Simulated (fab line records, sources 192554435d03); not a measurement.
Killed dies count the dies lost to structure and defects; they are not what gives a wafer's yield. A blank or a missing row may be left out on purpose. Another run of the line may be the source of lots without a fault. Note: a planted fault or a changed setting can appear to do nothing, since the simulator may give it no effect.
fab line records ; flow n5Finfet
record: lots: 7; wafers: 21
route steps=1938 shown ZERO_LAYER@6 PMOS_HMC_CHANNEL_EPI@62 FIN_SAQP@125 DUMMY_GATE@223 SD_EPI_N@288
startH: hours from the record's first day to the start of the lot's first wafer shown ; waitH: hours elapsed since this lot's preceding step ; " as in the row above ; L1.1+2: several wafers, shown together as one row ; - no value present, or no start provided ; * or withheld: withheld ; < > ~ a bound
route shown NAME@n: names a module that has steps shown in the file, with the first one's number in the route ; usual: mean/standard deviation taken from wafers without a fault ; same: alike in all rows ; chamber/n: place in a boat ; sites: per-site readings ; _std_site: the standard deviation of these ; _edge_site: outer sites' mean less inner sites' ; radiusMm: how far each site lies from the wafer's centre ; mask NAME#n: copy n ; behind: the most recent tool/chamber to have shaped the wafer ; hold: why the lot was held/for how many hours/how that ended ; device: which transistor (n, p or np) failed to switch ; end of line: at the end of the route, the tests of the same wafers ; a step with no rows: only its recipe ; killed: not the wafer's yield, but the dies lost to structure and defects at the first sort ; map: a wafer's dies, marking killed ones x, the rest . and places with no die _
set.NAME: the setting that was run; set.NAME@STEP: the one run at that earlier step ; model.NAME: the simulator's own value behind a step, which no gauge read
lots whose settings were changed on purpose; a table a step, a row a wafer
== steps ==
step: N5_ZERO_LAYER_COAT_05
recipe: spinRpm: 1500; resistThkNm: 1000
lot.wafer;tool;chamber;startH;waitH;set.spinRpm;model.coat_of_ZERO_LAYER_COAT_05.thkNm
L075.3;lithoTrack-01;0;-;-;1500;998.2
L075.5;lithoTrack-01;0;-;-;1500;995.1
L075.6;lithoTrack-01;0;-;-;1500;996.3
L077.2;lithoTrack-01;0;-;-;1500;1003
L077.3;lithoTrack-01;0;-;-;1426;1023
L077.6;lithoTrack-01;0;-;-;1426;1025
L079.1;lithoTrack-02;0;-;-;1500;996.3
L079.3;lithoTrack-02;0;-;-;1500;996.6
L079.6;lithoTrack-02;0;-;-;1500;995.7
L085.2;lithoTrack-04;0;-;-;1352;1053
L085.5;lithoTrack-04;0;-;-;1500;998.3
L085.6;lithoTrack-04;0;-;-;1352;1057
L089.3;lithoTrack-04;0;-;-;1434;1026
L089.4;lithoTrack-04;0;-;-;1434;1027
L089.6;lithoTrack-04;0;-;-;1500;1004
L091.1+6;lithoTrack-01;0;-;-;1500;1004
L091.4;lithoTrack-01;0;-;-;1659;953.6
L096.1+6;lithoTrack-04;0;-;-;1500;1001
L096.5;lithoTrack-04;0;-;-;1500;1003
step: N5_ZERO_LAYER_EXPOSE_08
recipe: maskId: ZERO; na: 0.55; sourceShape: conventional; sigmaOuter: 0.8; polarization: unpolarized; defocusNm: 0; targetCdNm: 2000; doseMj: 16.2
lot.wafer;tool;chamber;startH;waitH;mask;set.doseMj
L075.3+5;krfScanner-02;0;18.48;-;ZERO#0;16.2
L075.6;krfScanner-02;0;18.48;-;ZERO#0;15.37
L077.2;krfScanner-01;0;30.48;-;ZERO#0;16.67
L077.3+6;krfScanner-01;0;30.48;-;ZERO#0;16.2
L079.1+6;krfScanner-02;0;42.48;-;ZERO#0;16.7
L079.3;krfScanner-02;0;42.48;-;ZERO#0;16.2
L085.2;krfScanner-01;0;78.66;-;ZERO#0;16.2
L085.5+6;krfScanner-01;0;78.66;-;ZERO#0;15.29
L089.3+4+6;krfScanner-01;0;102.66;-;ZERO#0;16.2
L091.1;krfScanner-02;0;114.48;-;ZERO#0;16.2
L091.4+6;krfScanner-02;0;114.48;-;ZERO#0;15.11
L096.1+5+6;krfScanner-01;0;144.61;-;ZERO#0;16.2
step: N5_ZERO_LAYER_PEB_09
recipe: pebTempC: withheld; pebTimeS: *
step: N5_ZERO_LAYER_DEVELOP_10
recipe: developTimeS: 60; rinseLiquid: diw; dry: airSpin; devTempC: 21
step: N5_ZERO_LAYER_HARDBAKE_23
recipe: tempC: 130; timeS: 120
step: N5_ZERO_LAYER_CD_MEAS_11
recipe: targetCdNm: 2000; landingEnergyEv: 500; detector: seInlens
usual: cdNm: 2000.3/1.5
lot.wafer;tool;chamber;startH;waitH;set.doseMj@ZERO_LAYER_EXPOSE_08;cdNm
L075.3;cdSem-01;0;18.64;-;16.2;1998.4
L075.5;cdSem-01;0;18.64;-;16.2;1999.0
L075.6;cdSem-01;0;18.64;-;15.37;1988.8
L077.2;cdSem-01;0;30.66;-;16.67;2004.4
L077.3;cdSem-01;0;30.66;-;16.2;2000.3
L077.6;cdSem-01;0;30.66;-;16.2;1998.4
L079.1;cdSem-01;0;42.66;-;16.7;2007.2
L079.3;cdSem-01;0;42.66;-;16.2;1999.8
L079.6;cdSem-01;0;42.66;-;16.7;2006.5
L085.2;cdSem-03;0;78.83;-;16.2;1999.3
L085.5;cdSem-03;0;78.83;-;15.29;1990.1
L085.6;cdSem-03;0;78.83;-;15.29;1986.9
L089.3;cdSem-01;0;102.83;-;16.2;1999.6
L089.4;cdSem-01;0;102.83;-;16.2;2000.0
L089.6;cdSem-01;0;102.83;-;16.2;1999.6
L091.1;cdSem-02;0;114.66;-;16.2;2001.0
L091.4;cdSem-02;0;114.66;-;15.11;1990.2
L091.6;cdSem-02;0;114.66;-;15.11;1986.2
L096.1;cdSem-03;0;144.78;-;16.2;2000.6
L096.5;cdSem-03;0;144.78;-;16.2;1999.8
L096.6;cdSem-03;0;144.78;-;16.2;1999.9
step: N5_ZERO_LAYER_DESCUM_16
recipe: chemistry: O2; timeS: 7.9; sourcePowerW: 50; biasPowerW: 20; pressureMtorr: 20; rfFrequencyHz: 2.712e+07; tempC: 40; o2FlowSccm: 225
lot.wafer;tool;chamber;startH;waitH;set.doseMj@ZERO_LAYER_EXPOSE_08;model.ZERO_LAYER.cdNm
L075.3+5;rieDiel-05;3,1;18.68;0.0;16.2;1999
L075.6;rieDiel-05;2;18.68;0.0;15.37;1989
L077.2;rieDiel-05;2;30.69;0.0;16.67;2004
L077.3;rieDiel-05;3;30.69;0.0;16.2;2000
L077.6;rieDiel-05;3;30.69;0.0;16.2;1999
L079.1;rieDiel-03;3;42.70;0.0;16.7;2007
L079.3;rieDiel-03;0;42.70;0.0;16.2;2000
L079.6;rieDiel-03;0;42.70;0.0;16.7;-
L085.2;rieDiel-03;0;78.87;0.0;16.2;-
L085.5;rieDiel-03;3;78.87;0.0;15.29;1990
L085.6;rieDiel-03;2;78.87;0.0;15.29;1987
L089.3+4+6;rieDiel-05;0,3,3;102.90;0.1;16.2;2000
L091.1;rieDiel-03;3;114.70;0.0;16.2;2001
L091.4;rieDiel-03;2;114.70;0.0;15.11;1990
L091.6;rieDiel-03;0;114.70;0.0;15.11;1986
L096.1;rieDiel-03;3;144.82;0.0;16.2;2001
L096.5+6;rieDiel-03;1,2;144.82;0.0;16.2;2000
step: N5_ZERO_LAYER_ETCH_17
recipe: chemistry: CF4; target: SiO2; targetDepthA: 120; timeS: 13.3; ionEnergyEv: 350; pressureMtorr: 40; sourceW: 450; biasW: 215; Ar_flow_sccm: 100; cf4FlowSccm: 100
step: N5_ZERO_LAYER_ETCH_18
recipe: chemistry: HBr/Cl2; target: Si; targetDepthA: 1200; timeS: 40; pressureMtorr: 10; icpW: 800; biasW: 75; HBr_flow_sccm: 150; Cl2_flow_sccm: 80
step: N5_ZERO_LAYER_STRIP_24
recipe: chemistry: O2; powerW: 1000; tempC: 250; overashFraction: 0.3; pressureMtorr: 1000; o2FlowSccm: 6750
usual: stripTimeToEndpointS: 43.86/0.08
lot.wafer;tool;chamber;startH;waitH;set.spinRpm@ZERO_LAYER_COAT_05;stripTimeToEndpointS
L075.3;plasmaAsher-01;1;18.91;0.1;1500;43.79
L075.5;plasmaAsher-01;1;18.91;0.1;1500;43.69
L075.6;plasmaAsher-01;0;18.91;0.1;1500;43.72
L077.2;plasmaAsher-01;1;30.91;0.1;1500;43.92
L077.3;plasmaAsher-01;0;30.91;0.1;1426;44.55
L077.6;plasmaAsher-01;0;30.91;0.1;1426;44.60
L079.1;plasmaAsher-01;0;42.91;0.1;1500;43.72
L079.3;plasmaAsher-01;0;42.91;0.1;1500;43.75
L079.6;plasmaAsher-01;0;42.91;0.1;1500;43.71
L085.2;plasmaAsher-01;0;79.08;0.1;1352;45.44
L085.5;plasmaAsher-01;1;79.08;0.1;1500;43.79
L085.6;plasmaAsher-01;0;79.08;0.1;1352;45.55
L089.3;plasmaAsher-01;1;103.13;0.1;1434;44.61
L089.4;plasmaAsher-01;0;103.13;0.1;1434;44.64
L089.6;plasmaAsher-01;1;103.13;0.1;1500;43.97
L091.1;plasmaAsher-01;0;114.91;0.1;1500;43.99
L091.4;plasmaAsher-01;1;114.91;0.1;1659;42.49
L091.6;plasmaAsher-01;1;114.91;0.1;1500;43.98
L096.1;plasmaAsher-01;1;145.03;0.1;1500;43.89
L096.5;plasmaAsher-01;0;145.03;0.1;1500;43.98
L096.6;plasmaAsher-01;1;145.03;0.1;1500;43.88
step: N5_PMOS_HMC_CHANNEL_EPI_EXPOSE_06
recipe: maskId: PMOS_HMC_BLK; na: 1.35; sourceShape: conventional; sigmaOuter: 0.8; polarization: unpolarized; targetCdNm: 240; doseMj: 41
lot.wafer;tool;chamber;startH;waitH;mask;set.doseMj
L075.3+5+6;arfiScanner-03;0;22.94;-;PMOS_HMC_BLK#0;41
L077.2+3+6;arfiScanner-01;0;34.95;-;PMOS_HMC_BLK#0;41
L079.1+3;arfiScanner-02;0;46.86;-;PMOS_HMC_BLK#0;41
L079.6;arfiScanner-02;0;46.86;-;PMOS_HMC_BLK#0;43.27
L085.2;arfiScanner-03;0;83.42;-;PMOS_HMC_BLK#0;41.97
L085.5+6;arfiScanner-03;0;83.42;-;PMOS_HMC_BLK#0;41
L089.3;arfiScanner-01;0;107.49;-;PMOS_HMC_BLK#0;41
L089.4+6;arfiScanner-01;0;107.49;-;PMOS_HMC_BLK#0;39.78
L091.1+4;arfiScanner-03;0;118.98;-;PMOS_HMC_BLK#0;41
L091.6;arfiScanner-03;0;118.98;-;PMOS_HMC_BLK#0;38.8
L096.1+5+6;arfiScanner-02;0;149.06;-;PMOS_HMC_BLK#0;41
step: N5_PMOS_HMC_CHANNEL_EPI_PEB_07
recipe: pebTempC: 110; pebTimeS: 60; resist: CAR-ArF-block
step: N5_PMOS_HMC_CHANNEL_EPI_DEVELOP_08
recipe: developTimeS: 30; developer: TMAH; resist: CAR-ArF-block; devTempC: 23; rinseLiquid: diw; dry: airSpin
step: N5_PMOS_HMC_CHANNEL_EPI_CD_MEAS_09
recipe: targetCdNm: 237.4; landingEnergyEv: 500; detector: seInlens
usual: cdNm: 237.5/0.83
lot.wafer;tool;chamber;startH;waitH;set.doseMj@PMOS_HMC_CHANNEL_EPI_EXPOSE_06;cdNm
L075.3;cdSem-03;0;23.05;-;41;238.8
L075.5;cdSem-03;0;23.05;-;41;238.6
L075.6;cdSem-03;0;23.05;-;41;238.1
L077.2;cdSem-01;0;35.07;-;41;237.0
L077.3;cdSem-01;0;35.07;-;41;237.0
L077.6;cdSem-01;0;35.07;-;41;236.7
L079.1;cdSem-02;0;46.98;-;41;237.6
L079.3;cdSem-02;0;46.98;-;41;238.0
L079.6;cdSem-02;0;46.98;-;43.27;241.4
L085.2;cdSem-03;0;83.54;-;41.97;240.7
L085.5;cdSem-03;0;83.54;-;41;239.1
L085.6;cdSem-03;0;83.54;-;41;238.1
L089.3;cdSem-01;0;107.60;-;41;237.1
L089.4;cdSem-01;0;107.60;-;39.78;234.8
L089.6;cdSem-01;0;107.60;-;39.78;234.6
L091.1;cdSem-02;0;119.11;-;41;238.4
L091.4;cdSem-02;0;119.11;-;41;238.3
L091.6;cdSem-02;0;119.11;-;38.8;233.8
L096.1;cdSem-01;0;149.18;-;41;238.3
L096.5;cdSem-01;0;149.18;-;41;237.6
L096.6;cdSem-01;0;149.18;-;41;238.1
step: N5_PMOS_HMC_CHANNEL_EPI_DESCUM_14
recipe: chemistry: O2; timeS: 7.9; sourcePowerW: 50; biasPowerW: 20; pressureMtorr: 20; rfFrequencyHz: 2.712e+07; tempC: 40; resist: CAR-ArF-block; o2FlowSccm: 225
lot.wafer;tool;chamber;startH;waitH;set.doseMj@PMOS_HMC_CHANNEL_EPI_EXPOSE_06;model.PMOS_HMC_CHANNEL_EPI.cdNm
L075.3;rieDiel-03;1;23.14;0.0;41;239.2
L075.5;rieDiel-03;1;23.14;0.0;41;238.5
L075.6;rieDiel-03;0;23.14;0.0;41;237.8
L077.2;rieDiel-05;3;35.32;0.2;41;237.2
L077.3;rieDiel-05;1;35.32;0.2;41;236.8
L077.6;rieDiel-05;2;35.32;0.2;41;236.6
L079.1;rieDiel-03;1;47.91;0.9;41;237.4
L079.3;rieDiel-03;0;47.91;0.9;41;238
L079.6;rieDiel-03;3;47.91;0.9;43.27;241.4
L085.2;rieDiel-05;3;83.63;0.0;41.97;240.8
L085.5;rieDiel-05;1;83.63;0.0;41;239.2
L085.6;rieDiel-05;0;83.63;0.0;41;238.2
L089.3;rieDiel-03;3;107.69;0.0;41;237
L089.4;rieDiel-03;3;107.69;0.0;39.78;235
L089.6;rieDiel-03;0;107.69;0.0;39.78;234.7
L091.1+4;rieDiel-03;0,3;119.22;0.1;41;238.1
L091.6;rieDiel-03;0;119.22;0.1;38.8;234
L096.1+6;rieDiel-05;2,0;149.27;0.0;41;238.2
L096.5;rieDiel-05;1;149.27;0.0;41;238
step: N5_PMOS_HMC_CHANNEL_EPI_ETCH_32
recipe: chemistry: N2/H2; target: BARC; stopOn: SiO2; targetDepthA: 858; overEtchFrac: 0.3; timeS: 50.3; ionEnergyEv: 200; maskMaterial: CAR-ArF-block; pressureMtorr: 30; sourceW: 840; biasW: 150; n2FlowSccm: 200; h2FlowSccm: 200
lot.wafer;tool;chamber;startH;waitH;set.doseMj@PMOS_HMC_CHANNEL_EPI_EXPOSE_06;model.PMOS_HMC_CHANNEL_EPI.cdNm
L075.3;rieDiel-03;1;23.17;0.0;41;241.6
L075.5;rieDiel-03;1;23.17;0.0;41;241
L075.6;rieDiel-03;0;23.17;0.0;41;240.1
L077.2;rieDiel-05;3;35.35;0.0;41;239.6
L077.3;rieDiel-05;1;35.35;0.0;41;240.1
L077.6;rieDiel-05;2;35.35;0.0;41;238.8
L079.1;rieDiel-03;1;47.94;0.0;41;240.4
L079.3;rieDiel-03;0;47.94;0.0;41;240.8
L079.6;rieDiel-03;3;47.94;0.0;43.27;243.2
L085.2;rieDiel-05;3;83.66;0.0;41.97;244.1
L085.5;rieDiel-05;1;83.66;0.0;41;241.9
L085.6;rieDiel-05;0;83.66;0.0;41;241.3
L089.3;rieDiel-03;3;107.72;0.0;41;239.2
L089.4;rieDiel-03;3;107.72;0.0;39.78;237.3
L089.6;rieDiel-03;0;107.72;0.0;39.78;237.5
L091.1;rieDiel-03;0;119.26;0.0;41;240.2
L091.4;rieDiel-03;3;119.26;0.0;41;239.8
L091.6;rieDiel-03;0;119.26;0.0;38.8;236.4
L096.1;rieDiel-05;2;149.31;0.0;41;241
L096.5;rieDiel-05;1;149.31;0.0;41;240.9
L096.6;rieDiel-05;0;149.31;0.0;41;241.4
step: N5_PMOS_HMC_CHANNEL_EPI_HM_OPEN_15
recipe: chemistry: CHF3/O2; target: SiO2; maskMaterial: CAR-ArF-block; targetDepthA: 406; CHF3_flow_sccm: 50; O2_flow_sccm: 5; Ar_flow_sccm: 200; timeS: 20.3; pressureMtorr: 30; sourceW: 650; biasW: 170; ionEnergyEv: 200
lot.wafer;tool;chamber;startH;waitH;set.doseMj@PMOS_HMC_CHANNEL_EPI_EXPOSE_06;model.PMOS_HMC_CHANNEL_EPI.cdNm
L075.3;rieDiel-03;1;23.21;0.0;41;241.6
L075.5;rieDiel-03;1;23.21;0.0;41;240.9
L075.6;rieDiel-03;0;23.21;0.0;41;240
L077.2;rieDiel-05;3;35.39;0.0;41;239.6
L077.3;rieDiel-05;1;35.39;0.0;41;240.1
L077.6;rieDiel-05;2;35.39;0.0;41;238.8
L079.1;rieDiel-03;1;47.98;0.0;41;240.2
L079.3;rieDiel-03;0;47.98;0.0;41;240.8
L079.6;rieDiel-03;3;47.98;0.0;43.27;243.2
L085.2;rieDiel-05;3;83.70;0.0;41.97;244.1
L085.5;rieDiel-05;1;83.70;0.0;41;241.9
L085.6;rieDiel-05;0;83.70;0.0;41;241.3
L089.3;rieDiel-03;3;107.77;0.0;41;239.3
L089.4;rieDiel-03;3;107.77;0.0;39.78;237.3
L089.6;rieDiel-03;0;107.77;0.0;39.78;237.5
L091.1;rieDiel-03;0;119.30;0.0;41;240.3
L091.4;rieDiel-03;3;119.30;0.0;41;239.9
L091.6;rieDiel-03;0;119.30;0.0;38.8;236.4
L096.1+5;rieDiel-05;2,1;149.35;0.0;41;241
L096.6;rieDiel-05;0;149.35;0.0;41;241.4
step: N5_FIN_SAQP_SPACER1_ALD_24
recipe: material: SiO2; targetThkA: 203; tempC: 300; aldPrecursorFamily: BDEAS; aldCoReactant: O2-plasma; pulseTimeS: 1; purgeTimeS: 2; coReactantPurgeTimeS: 2; aldCycles: 218; pressureTorr: 2
lot.wafer;tool;chamber;startH;waitH;set.aldCycles;model.SiO2_of_FIN_SAQP_SPACER1_ALD_24.thkNm
L075.3;aldSin-02;1;29.09;0.1;186;17.4
L075.5+6;aldSin-02;0,1;29.09;0.1;218;20.2
L077.2;aldSin-02;0;41.24;0.3;218;20.2
L077.3+6;aldSin-02;1,2;41.24;0.3;218;20.4
L079.1+3+6;aldSin-04;2,3,0;54.56;1.1;218;20.2
L085.2+5+6;aldSin-04;2,3,2;90.66;0.3;218;20.4
L089.3;aldSin-02;0;113.13;0.1;218;20.4
L089.4+6;aldSin-02;1,3;113.13;0.1;241;22.6
L091.1+4+6;aldSin-03;0,1,0;125.35;0.3;218;20.4
L096.1+6;aldSin-03;3;154.70;0.5;218;20.2
L096.5;aldSin-03;2;154.70;0.5;218;20.4
step: N5_FIN_SAQP_SPACER1_ETCHBACK_25
recipe: chemistry: CHF3/O2; mode: anisotropicEtchback; target: SiO2; targetDepthA: 244; timeS: 12.2; pressureMtorr: 30; sourceW: 650; biasW: 170; Ar_flow_sccm: 200; CHF3_flow_sccm: 50; O2_flow_sccm: 5; ionEnergyEv: 200
step: N5_FIN_SAQP_MANDREL1_REMOVE_56
recipe: chemistry: HBr/Cl2/O2; btTimeS: 10; target: a-Si; stopOn: SiNx; endpoint: OES-SiCl; overEtchFrac: 1; icpW: 600; biasW: 22; HBr_flow_sccm: 150; Cl2_flow_sccm: 80; O2_flow_sccm: 5; pressureMtorr: 10
lot.wafer;tool;chamber;startH;waitH;set.aldCycles@FIN_SAQP_SPACER1_ALD_24;model.FIN_SAQP.cdNm
L075.3;rieSi-03;2;29.90;0.1;186;17.4
L075.5+6;rieSi-03;1,0;29.90;0.1;218;20.2
L077.2;rieSi-02;3;42.16;0.1;218;20.2
L077.3+6;rieSi-02;0;42.16;0.1;218;20.4
L079.1+3+6;rieSi-03;0,1,2;55.38;0.1;218;20.2
L085.2+5+6;rieSi-02;1,2,1;91.47;0.1;218;20.4
L089.3;rieSi-02;0;113.93;0.1;218;20.4
L089.4;rieSi-02;1;113.93;0.1;241;22.8
L089.6;rieSi-02;2;113.93;0.1;241;22.6
L091.1;rieSi-04;0;126.16;0.1;218;20.4
L091.4+6;rieSi-04;2,3;126.16;0.1;218;20.2
L096.1+5+6;rieSi-04;3,1,0;155.50;0.1;218;20.4
step: N5_FIN_SAQP_CD_MEAS_27
recipe: targetCdNm: 20; landingEnergyEv: 1000; detector: seInlens; polarity: line
usual: cdNm: 20.28/0.24
lot.wafer;tool;chamber;startH;waitH;set.aldCycles@FIN_SAQP_SPACER1_ALD_24;cdNm
L075.3;cdSem-01;0;30.01;0.1;186;17.26
L075.5;cdSem-01;0;30.01;0.1;218;20.16
L075.6;cdSem-01;0;30.01;0.1;218;20.43
L077.2;cdSem-02;0;42.27;0.1;218;20.42
L077.3;cdSem-02;0;42.27;0.1;218;20.40
L077.6;cdSem-02;0;42.27;0.1;218;20.39
L079.1;cdSem-02;0;55.49;0.1;218;20.15
L079.3;cdSem-02;0;55.49;0.1;218;19.96
L079.6;cdSem-02;0;55.49;0.1;218;20.50
L085.2;cdSem-01;0;91.58;0.1;218;20.10
L085.5;cdSem-01;0;91.58;0.1;218;20.67
L085.6;cdSem-01;0;91.58;0.1;218;20.48
L089.3;cdSem-01;0;114.05;0.1;218;20.41
L089.4;cdSem-01;0;114.05;0.1;241;22.76
L089.6;cdSem-01;0;114.05;0.1;241;22.65
L091.1;cdSem-03;0;126.27;0.1;218;20.37
L091.4;cdSem-03;0;126.27;0.1;218;20.11
L091.6;cdSem-03;0;126.27;0.1;218;20.38
L096.1;cdSem-02;0;155.61;0.1;218;19.92
L096.5;cdSem-02;0;155.61;0.1;218;20.46
L096.6;cdSem-02;0;155.61;0.1;218;20.27
step: N5_DUMMY_GATE_COAT_35
recipe: resist: SiARC; tempC: 220; timeS: 60; spinRpm: 1500; resistThkNm: 10
lot.wafer;tool;chamber;startH;waitH;set.spinRpm;model.SiARC_of_DUMMY_GATE_COAT_35.thkNm
L075.3+5;lithoTrack-01;0;-;-;1500;10
L075.6;lithoTrack-01;0;-;-;1389;10.4
L077.2+6;lithoTrack-02;0;-;-;1500;10
L077.3;lithoTrack-02;0;-;-;1440;10.2
L079.1;lithoTrack-04;0;-;-;1500;10
L079.3;lithoTrack-04;0;-;-;1598;9.6
L079.6;lithoTrack-04;0;-;-;1598;9.8
L085.2+5+6;lithoTrack-02;0;-;-;1551;9.8
L089.3+4+6;lithoTrack-01;0;-;-;1629;9.6
L091.1;lithoTrack-02;0;-;-;1588;9.6
L091.4+6;lithoTrack-02;0;-;-;1500;10
L096.1+5+6;lithoTrack-04;0;-;-;1500;10
step: N5_DUMMY_GATE_COAT_28
recipe: resist: underlayer; tempC: 205; timeS: 60; spinRpm: 1500; resistThkNm: 10
lot.wafer;tool;chamber;startH;waitH;set.spinRpm;model.underlayer_of_DUMMY_GATE_COAT_28.thkNm
L075.3+5+6;lithoTrack-01;0;-;-;1500;10
L077.2;lithoTrack-02;0;-;-;1500;10
L077.3+6;lithoTrack-02;0;-;-;1563;9.8
L079.1+6;lithoTrack-04;0;-;-;1500;10
L079.3;lithoTrack-04;0;-;-;1381;10.4
L085.2+5+6;lithoTrack-02;0;-;-;1500;10
L089.3;lithoTrack-01;0;-;-;1410;10.4
L089.4+6;lithoTrack-01;0;-;-;1500;10
L091.1+4+6;lithoTrack-02;0;-;-;1500;10
L096.1+5+6;lithoTrack-04;0;-;-;1500;10
step: N5_SD_EPI_N_EPI_21
recipe: material: Si:P; dopant: P; tempC: 680; pressureTorr: 255; timeS: 690
lot.wafer;tool;chamber;startH;waitH;set.tempC;model.Si-P_of_SD_EPI_N_EPI_21.thkNm
L075.3;epiRpcvd-01;0;57.85;0.9;680;59.8
L075.5;epiRpcvd-01;0;57.85;0.9;675.9;55.4
L075.6;epiRpcvd-01;0;57.85;0.9;680;60
L077.2;epiRpcvd-02;0;69.32;0.4;681.9;62
L077.3;epiRpcvd-02;0;69.32;0.4;680;59
L077.6;epiRpcvd-02;0;69.32;0.4;680;59.8
L079.1;epiRpcvd-02;0;81.92;0.1;684.5;65.4
L079.3;epiRpcvd-02;0;81.92;0.1;684.5;64.8
L079.6;epiRpcvd-02;0;81.92;0.1;680;60.4
L085.2;epiRpcvd-03;0;121.94;0.5;684.6;63.2
L085.5;epiRpcvd-03;0;123.06;1.5;680;58.4
L085.6;epiRpcvd-03;0;123.06;1.5;684.6;62.8
L089.3;epiRpcvd-02;0;140.50;0.7;683.7;62.8
L089.4;epiRpcvd-02;0;140.50;0.7;683.7;62
L089.6;epiRpcvd-02;0;140.50;0.7;680;58.4
L091.1;epiRpcvd-02;0;151.73;0.1;677.9;56.8
L091.4;epiRpcvd-02;0;151.73;0.1;680;58.8
L091.6;epiRpcvd-02;0;151.73;0.1;677.9;56.6
L096.1;epiRpcvd-01;0;184.89;0.1;680;58.8
L096.5;epiRpcvd-01;0;186.01;1.1;680;58.4
L096.6;epiRpcvd-01;0;186.01;1.1;680;58.6
step: N5_SD_EPI_N_PRECLEAN_24
recipe: chemistry: O3/DIW; timeS: 60; tempC: 22; o3Ppm: 10
lot.wafer;tool;chamber;startH;waitH;set.tempC@SD_EPI_N_EPI_21;model.Si-P_of_SD_EPI_N_EPI_21.thkNm
L075.3;wetBench-02;7;59.42;0.0;680;59.2
L075.5;wetBench-02;6;59.42;0.0;675.9;55
L075.6;wetBench-02;5;59.42;0.0;680;59.6
L077.2;wetBench-03;2;70.79;0.0;681.9;61.6
L077.3;wetBench-03;3;70.79;0.0;680;58.6
L077.6;wetBench-03;6;70.79;0.0;680;59.4
L079.1;wetBench-02;6;83.67;0.0;684.5;64.8
L079.3;wetBench-02;4;83.67;0.0;684.5;64.4
L079.6;wetBench-02;1;83.67;0.0;680;60
L085.2;wetBench-02;1;123.88;0.0;684.6;62.8
L085.5;wetBench-02;0;123.88;0.0;680;58
L085.6;wetBench-02;4;123.88;0.0;684.6;62.4
L089.3;wetBench-02;6;141.70;0.0;683.7;62.2
L089.4;wetBench-02;7;141.70;0.0;683.7;61.6
L089.6;wetBench-02;5;141.70;0.0;680;58
L091.1;wetBench-03;2;153.49;0.0;677.9;56.4
L091.4;wetBench-03;0;153.49;0.0;680;58.4
L091.6;wetBench-03;5;153.49;0.0;677.9;56.2
L096.1;wetBench-02;2;186.64;0.0;680;58.4
L096.5;wetBench-02;3;186.64;0.0;680;58
L096.6;wetBench-02;6;186.64;0.0;680;58.2
== key ==
split: step: N5_ZERO_LAYER_COAT_05; setting: spinRpm; stated: 1500; by: wafer
response: step: N5_ZERO_LAYER_COAT_05; reading: model.coat_of_ZERO_LAYER_COAT_05.thkNm; change: -5.13; per: 1%; r: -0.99
response: step: N5_ZERO_LAYER_STRIP_24; reading: stripTimeToEndpointS; change: *; per: 1%; r: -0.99
split: step: N5_ZERO_LAYER_EXPOSE_08; setting: doseMj; stated: 16.2; by: wafer
response: step: N5_ZERO_LAYER_CD_MEAS_11; reading: cdNm; change: +1.94; per: 1%; r: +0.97
response: step: N5_ZERO_LAYER_DESCUM_16; reading: model.ZERO_LAYER.cdNm; change: +1.95; per: 1%; r: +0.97
split: step: N5_PMOS_HMC_CHANNEL_EPI_EXPOSE_06; setting: doseMj; stated: 41; by: wafer
response: step: N5_PMOS_HMC_CHANNEL_EPI_CD_MEAS_09; reading: cdNm; change: +0.765; per: 1%; r: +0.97
response: step: N5_PMOS_HMC_CHANNEL_EPI_DESCUM_14; reading: model.PMOS_HMC_CHANNEL_EPI.cdNm; change: +0.726; per: 1%; r: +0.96
response: step: N5_PMOS_HMC_CHANNEL_EPI_ETCH_32; reading: model.PMOS_HMC_CHANNEL_EPI.cdNm; change: +0.616; per: 1%; r: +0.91
response: step: N5_PMOS_HMC_CHANNEL_EPI_HM_OPEN_15; reading: model.PMOS_HMC_CHANNEL_EPI.cdNm; change: +0.626; per: 1%; r: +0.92
split: step: N5_FIN_SAQP_SPACER1_ALD_24; setting: aldCycles; stated: 218; by: wafer
response: step: N5_FIN_SAQP_SPACER1_ALD_24; reading: model.SiO2_of_FIN_SAQP_SPACER1_ALD_24.thkNm; change: +0.197; per: 1%; r: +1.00
response: step: N5_FIN_SAQP_MANDREL1_REMOVE_56; reading: model.FIN_SAQP.cdNm; change: +0.2; per: 1%; r: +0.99
response: step: N5_FIN_SAQP_CD_MEAS_27; reading: cdNm; change: +0.211; per: 1%; r: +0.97
split: step: N5_DUMMY_GATE_COAT_35; setting: spinRpm; stated: 1500; by: wafer
response: step: N5_DUMMY_GATE_COAT_35; reading: model.SiARC_of_DUMMY_GATE_COAT_35.thkNm; change: -0.0546; per: 1%; r: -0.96
split: step: N5_DUMMY_GATE_COAT_28; setting: spinRpm; stated: 1500; by: wafer
response: step: N5_DUMMY_GATE_COAT_28; reading: model.underlayer_of_DUMMY_GATE_COAT_28.thkNm; change: -0.055; per: 1%; r: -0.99
split: step: N5_SD_EPI_N_EPI_21; setting: tempC; stated: 680; by: wafer
response: step: N5_SD_EPI_N_EPI_21; reading: model.Si-P_of_SD_EPI_N_EPI_21.thkNm; change: +7.22; per: 1%; r: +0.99
response: step: N5_SD_EPI_N_PRECLEAN_24; reading: model.Si-P_of_SD_EPI_N_EPI_21.thkNm; change: +7.12; per: 1%; r: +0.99
